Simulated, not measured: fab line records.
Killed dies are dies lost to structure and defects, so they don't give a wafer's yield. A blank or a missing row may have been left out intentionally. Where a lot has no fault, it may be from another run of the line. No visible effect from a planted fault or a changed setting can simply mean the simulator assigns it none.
Which of the tools did it? / flow n5Finfet / 12 lots with 35 wafers sampled at 4 steps, on a route of 1938 steps

## WHAT THE GAUGES READ, wafer by wafer
N5_BEOL_M10_CD_MEAS_35: target cd 70 nm.
lot=L450; measured=day 10 14:22; on=cdSem-02; cdNm (nm)=68.4 68.5 68.6
lot=L457; measured=day 11 12:17; on=cdSem-01; cdNm (nm)=70.3 69.9 69.3
lot=L456; measured=day 11 19:00; on=cdSem-03; cdNm (nm)=68.7 68.8 68.3
lot=L460; measured=day 12 17:45; on=cdSem-03; cdNm (nm)=69.4 69.2 70.0
lot=L459; measured=day 12 18:41; on=cdSem-03; cdNm (nm)=69.9 68.5 68.2
lot=L465; measured=day 13 13:04; on=cdSem-02; cdNm (nm)=68.0 67.8 67.8
lot=L464; measured=day 13 16:35; on=cdSem-02; cdNm (nm)=68.2 69.5 68.1
lot=L469; measured=day 14 22:16; on=cdSem-02; cdNm (nm)=70.3 69.5 70.7
lot=L468; measured=day 15 00:48; on=cdSem-02; cdNm (nm)=69.2 68.6 69.3
lot=L471; measured=day 15 09:16; on=cdSem-02; cdNm (nm)=69.2 69.4 69.0
lot=L470; measured=day 15 09:20; on=cdSem-03; cdNm (nm)=69.1 69.8 69.7
lot=L473; measured=day 15 14:22; on=cdSem-02; cdNm (nm)=69.7 67.9

N5_BEOL_M10_RS_MEAS_57: the measuring method here is four-point-probe.
lot=L450; measured=day 10 17:02; on=filmMetro-01; M10_RS (ohm/sq)=0.152 0.152 0.154
lot=L457; measured=day 11 14:34; on=filmMetro-02; M10_RS (ohm/sq)=0.148 0.156 0.150
lot=L456; measured=day 11 21:22; on=filmMetro-01; M10_RS (ohm/sq)=0.145 0.150 0.149
lot=L460; measured=day 12 20:36; on=filmMetro-02; M10_RS (ohm/sq)=0.155 0.151 0.150
lot=L459; measured=day 12 21:40; on=filmMetro-01; M10_RS (ohm/sq)=0.142 0.142 0.149
lot=L465; measured=day 13 15:56; on=filmMetro-02; M10_RS (ohm/sq)=0.153 0.154 0.150
lot=L464; measured=day 13 19:46; on=filmMetro-01; M10_RS (ohm/sq)=0.151 0.152 0.149
lot=L469; measured=day 15 02:19; on=filmMetro-02; M10_RS (ohm/sq)=0.146 0.144 0.148
lot=L468; measured=day 15 03:30; on=filmMetro-01; M10_RS (ohm/sq)=0.145 0.150 0.145
lot=L471; measured=day 15 11:47; on=filmMetro-01; M10_RS (ohm/sq)=0.150 0.148 0.147
lot=L470; measured=day 15 12:14; on=filmMetro-02; M10_RS (ohm/sq)=0.154 0.156 0.149
lot=L473; measured=day 15 17:38; on=filmMetro-01; M10_RS (ohm/sq)=0.146 0.147

## TOOL THAT RAN EACH LOT (tool first, then ch and the chambers of the sampled wafers, then the start)
lot=L450; N5_BEOL_M10_CURE_72=uvCure-03 ch 2, day 10 14:30; N5_BEOL_M10_PRE_CLEAN_45=pvdSputter-01, day 10 15:07
lot=L457; N5_BEOL_M10_CURE_72=uvCure-02 ch 1, day 11 12:23; N5_BEOL_M10_PRE_CLEAN_45=pvdSputter-01, day 11 12:55
lot=L456; N5_BEOL_M10_CURE_72=uvCure-01 ch 1, day 11 19:02; N5_BEOL_M10_PRE_CLEAN_45=pvdSputter-03, day 11 19:53
lot=L460; N5_BEOL_M10_CURE_72=uvCure-03 ch 2, day 12 17:50; N5_BEOL_M10_PRE_CLEAN_45=pvdSputter-02, day 12 18:10
lot=L459; N5_BEOL_M10_CURE_72=uvCure-03 ch 1, day 12 18:47; N5_BEOL_M10_PRE_CLEAN_45=pvdSputter-01, day 12 19:52
lot=L465; N5_BEOL_M10_CURE_72=uvCure-02 ch 1, day 13 13:15; N5_BEOL_M10_PRE_CLEAN_45=pvdSputter-01, day 13 13:59
lot=L464; N5_BEOL_M10_CURE_72=uvCure-01 ch 1, day 13 16:38; N5_BEOL_M10_PRE_CLEAN_45=pvdSputter-03, day 13 17:08
lot=L469; N5_BEOL_M10_CURE_72=uvCure-03 ch 1, day 14 22:22; N5_BEOL_M10_PRE_CLEAN_45=pvdSputter-03, day 14 22:42
lot=L468; N5_BEOL_M10_CURE_72=uvCure-01 ch 1, day 15 00:53; N5_BEOL_M10_PRE_CLEAN_45=pvdSputter-03, day 15 01:18
lot=L471; N5_BEOL_M10_CURE_72=uvCure-02 ch 0, day 15 09:31; N5_BEOL_M10_PRE_CLEAN_45=pvdSputter-03, day 15 10:05
lot=L470; N5_BEOL_M10_CURE_72=uvCure-01 ch 1, day 15 09:31; N5_BEOL_M10_PRE_CLEAN_45=pvdSputter-01, day 15 10:07
lot=L473; N5_BEOL_M10_CURE_72=uvCure-01 ch 1, day 15 14:36; N5_BEOL_M10_PRE_CLEAN_45=pvdSputter-01, day 15 15:28
- N5_BEOL_M10_CURE_72: cures SiCOH lowk, time 120 s.
- N5_BEOL_M10_PRE_CLEAN_45: time 30 s.

## AS READ BY THE TOOLS THEMSELVES (means over the sampled wafers that have a number; for cases with no such wafer, the mark the record gives instead)
N5_BEOL_M10_CURE_72.
lot=L450; tool=uvCure-03; lampPowerPct (%)=52.28; runLengthS (s)=182.2; wafer_temp_C_max=372.6
lot=L457; tool=uvCure-02; lampPowerPct (%)=52.30; runLengthS (s)=178.3; wafer_temp_C_max=372.0
lot=L456; tool=uvCure-01; lampPowerPct (%)=52.33; runLengthS (s)=178.1; wafer_temp_C_max=371.4
lot=L460; tool=uvCure-03; lampPowerPct (%)=-; runLengthS (s)=-; wafer_temp_C_max=-
lot=L459; tool=uvCure-03; lampPowerPct (%)=-; runLengthS (s)=-; wafer_temp_C_max=-
lot=L465; tool=uvCure-02; lampPowerPct (%)=52.26; runLengthS (s)=178.2; wafer_temp_C_max=371.6
lot=L464; tool=uvCure-01; lampPowerPct (%)=52.36; runLengthS (s)=178.2; wafer_temp_C_max=372.2
lot=L469; tool=uvCure-03; lampPowerPct (%)=52.28; runLengthS (s)=178.4; wafer_temp_C_max=371.9
lot=L468; tool=uvCure-01; lampPowerPct (%)=52.33; runLengthS (s)=178.3; wafer_temp_C_max=371.7
lot=L471; tool=uvCure-02; lampPowerPct (%)=52.33; runLengthS (s)=177.5; wafer_temp_C_max=371.3
lot=L470; tool=uvCure-01; lampPowerPct (%)=52.33; runLengthS (s)=178.2; wafer_temp_C_max=371.8
lot=L473; tool=uvCure-01; lampPowerPct (%)=52.32; runLengthS (s)=178.5; wafer_temp_C_max=372.1

N5_BEOL_M10_PRE_CLEAN_45.
lot=L450; tool=pvdSputter-01; heaterPowerW (W)=343
lot=L457; tool=pvdSputter-01; heaterPowerW (W)=340
lot=L456; tool=pvdSputter-03; heaterPowerW (W)=314
lot=L460; tool=pvdSputter-02; heaterPowerW (W)=376
lot=L459; tool=pvdSputter-01; heaterPowerW (W)=333
lot=L465; tool=pvdSputter-01; heaterPowerW (W)=328
lot=L464; tool=pvdSputter-03; heaterPowerW (W)=318
lot=L469; tool=pvdSputter-03; heaterPowerW (W)=321
lot=L468; tool=pvdSputter-03; heaterPowerW (W)=319
lot=L471; tool=pvdSputter-03; heaterPowerW (W)=346
lot=L470; tool=pvdSputter-01; heaterPowerW (W)=337
lot=L473; tool=pvdSputter-01; heaterPowerW (W)=343

## THE ANSWER, worked out from the rows above alone
Rule: the lots themselves supply what counts as usual. Put in order of their means at a reading, lots are off if they are a third of the lots or fewer, leave a main group of 4 or more, and stand apart from it by a gap of 3 or more times the standard deviation of the main group's means; of several such gaps the widest counts. A main group is skipped when, at the precision printed for the reading in the tables above, its means are all equal. Also off: a lot with no number at a reading for which 4 or more lots have one. Where the step has rows for the other lots, those lots are counted as sound. After the gauges, taken in route order, come the tools' own readings; for these a lot's mean is taken, as printed above. The first step at which some lot is off is used, and at that step the reading that is off furthest; a lot without a number counts as furthest.
Off, at N5_BEOL_M10_CURE_72 on lampPowerPct: L460, L459. Without a number there: L460, L459. Main group: mean 52.31 %, sd 0.029.
If a tool, at that step or one of the process steps before it, ran each lot that is off and ran no sound lot following the first of them, it fits. No candidate that was tried fits.

## WHAT HAD BEEN PUT IN BY THE SIMULATOR
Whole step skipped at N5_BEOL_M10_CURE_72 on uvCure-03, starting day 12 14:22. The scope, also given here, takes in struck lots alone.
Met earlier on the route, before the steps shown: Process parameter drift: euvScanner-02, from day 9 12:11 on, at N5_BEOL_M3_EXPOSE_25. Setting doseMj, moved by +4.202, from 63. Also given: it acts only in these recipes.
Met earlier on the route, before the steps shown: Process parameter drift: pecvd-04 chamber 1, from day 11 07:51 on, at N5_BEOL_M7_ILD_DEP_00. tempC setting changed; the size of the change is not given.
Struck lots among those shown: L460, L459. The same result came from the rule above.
